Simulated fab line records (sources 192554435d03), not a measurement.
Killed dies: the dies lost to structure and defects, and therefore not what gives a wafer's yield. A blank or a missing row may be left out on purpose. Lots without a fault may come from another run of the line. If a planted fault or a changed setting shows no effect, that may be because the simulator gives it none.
The same fault as seen by 3 desks    flow n5_finfet    each desk holds nothing but its own numbers, with what lay behind them at the end

## THE DEFECT DESK
What the inspections along the route counted, lot by lot: means of the sampled wafers that have a number. Any lot whose mean is over 4 standard deviations away from the usual mean is out of limits and marked OUT; that distance is given in the brackets.
Columns: A = raw_defect_count at N5_BEOL_M11_INSPECT_58, usual 75
lot   first seen here  A
L966  day 11 00:45     76
L969  day 11 14:31     54
L970  day 12 06:34     79
L968  day 12 09:39     50
L971  day 12 19:17     123
L975  day 13 23:26     62
L977  day 14 16:54     74
L979  day 15 01:32     112
L981  day 15 16:39     92
L987  day 18 03:50     61
This desk's finding: nothing out of limits on any of the 10 lots.

## DESK OF THE TOOL OWNER: pecvd-02
The tool's own readings at N5_BEOL_M12_ILD_DEP_00 (deposits SiOC from DEMS/O2, target thk 658.92 nm, time 130.7 s): means of the sampled wafers that have a number, for each lot that ran on this tool. Any lot whose mean is over 4 standard deviations away from the usual mean is out of limits and marked OUT; that distance is given in the brackets.
Columns: A = heater_power_outer_w at N5_BEOL_M12_ILD_DEP_00, usual 295 W; B = heater_power_w at N5_BEOL_M12_ILD_DEP_00, usual 524 W; C = showerhead_plenum_p_Torr at N5_BEOL_M12_ILD_DEP_00, usual 5.689 Torr; D = showerhead_vpp_V at N5_BEOL_M12_ILD_DEP_00, usual 1391 V; E = throttle_valve_pct at N5_BEOL_M12_ILD_DEP_00, usual 12.1 %
lot   first seen here  A    B    C      D     E
L970  day 12 06:36     355  610  5.719  1420  12.2
L968  day 12 09:41     311  536  5.698  1445  12.3
L979  day 15 01:34     324  564  5.704  1441  12.3
L981  day 15 16:41     271  467  5.690  1439  12.2
L987  day 18 03:52     314  535  5.697  1424  12.2
This desk's finding: nothing out of limits on any of the 5 lots.

## FROM THE METROLOGY DESK
Means of the sampled wafers that have a number, per lot and without regard to the tool the lot ran on: this is what the gauges read. Any lot whose mean is over 4 standard deviations away from the usual mean is out of limits and marked OUT; that distance is given in the brackets.
Columns: A = M12_ILD_THK at N5_BEOL_M12_THK_MEAS_01, usual 658 nm
lot   first seen here  A
L966  day 11 00:55     651
L969  day 11 14:41     657
L970  day 12 06:44     666
L968  day 12 09:49     669
L971  day 12 19:27     658
L975  day 13 23:37     660
L977  day 14 17:04     651
L979  day 15 01:42     666
L981  day 15 16:49     657
L987  day 18 04:00     732 (+8.6) OUT
This desk's finding: out of limits on L987; first on L987, day 18 04:00 (M12_ILD_THK at N5_BEOL_M12_THK_MEAS_01). L966, L969, L970, L968, L971, L975, L977, L979, L981: within limits.

## ALL TOGETHER
An alarm was possible from the metrology desk at day 18 04:00, on L987.
The defect desk saw nothing out of limits.
The tool owner's desk saw nothing out of limits.
The defect desk has L987 on record, within its limits.
On record at the tool owner's desk: L987, within its limits.
Of the lots named, all ran N5_BEOL_M12_ILD_DEP_00 on pecvd-02.

## WHAT WAS PUT IN BY THE SIMULATOR
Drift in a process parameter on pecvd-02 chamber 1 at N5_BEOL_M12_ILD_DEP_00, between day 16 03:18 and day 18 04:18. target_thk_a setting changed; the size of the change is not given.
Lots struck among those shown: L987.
Per desk, hours elapsed from the start of the fault to the first reading out of limits: for the metrology desk, 49.
